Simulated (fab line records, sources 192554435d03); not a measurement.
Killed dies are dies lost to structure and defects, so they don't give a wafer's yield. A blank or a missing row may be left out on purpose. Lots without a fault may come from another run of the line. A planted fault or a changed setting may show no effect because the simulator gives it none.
Chamber matching | flow n5_finfet | N5_BEOL_M10_DESCUM_16 on rie_diel-04: 4 sister chambers
The step chemistry O2, time 7.9 s. 7 wafers are shown with their chamber, then 8 later ones without.

WAFERS WITH THEIR CHAMBER
wafer  | chamber | showerhead_plenum_p_Torr (Torr) | oes_product_au (a.u.)
L076.3 | 0       | 1.97                            | 0.69
L079.3 | 1       | 2.14                            | 0.69
L079.6 | 3       | 1.96                            | 0.69
L081.1 | 2       | 2.05                            | 0.86
L081.2 | 1       | 2.14                            | 0.69
L081.5 | 3       | 1.96                            | 0.69
L084.1 | 2       | 2.04                            | 0.82

WAFERS WITHOUT THEIR CHAMBER
wafer  | showerhead_plenum_p_Torr (Torr) | oes_product_au (a.u.)
L084.5 | 2.04                            | 0.82
L084.6 | 1.96                            | 0.66
L094.4 | 2.03                            | 0.81
L094.5 | 1.95                            | 0.66
L094.6 | 2.13                            | 0.95
L096.1 | 2.13                            | 0.93
L096.2 | 2.03                            | 0.81
L096.4 | 2.13                            | 0.92

WHICH CHAMBER EACH WENT THROUGH
wafer  | from the rows above     | in truth
L084.5 | 2                       | 2
L084.6 | can't be placed: 3 or 0 | 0
L094.4 | 2                       | 2
L094.5 | 3                       | 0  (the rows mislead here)
L094.6 | 1                       | 1
L096.1 | 1                       | 1
L096.2 | 2                       | 2
L096.4 | 1                       | 1
Placed correctly: 6 of 8. Can't be placed from these rows: 1 (the true chamber is among the candidates in 1). Placed wrongly: 1.
How it was worked out, from the rows above alone: a wafer's distance from a chamber is the root of the sum, over the readings, of the square of ((its reading less the chamber's mean) divided by the reading's scatter). The wafer belongs to the nearest chamber; if the next one is less than 2 further off, it can't be placed. A chamber's mean is the mean of its shown wafers. The scatter: the root of (the sum of the squares of (reading less its chamber's mean) over the shown wafers, divided by (wafers less chambers)).
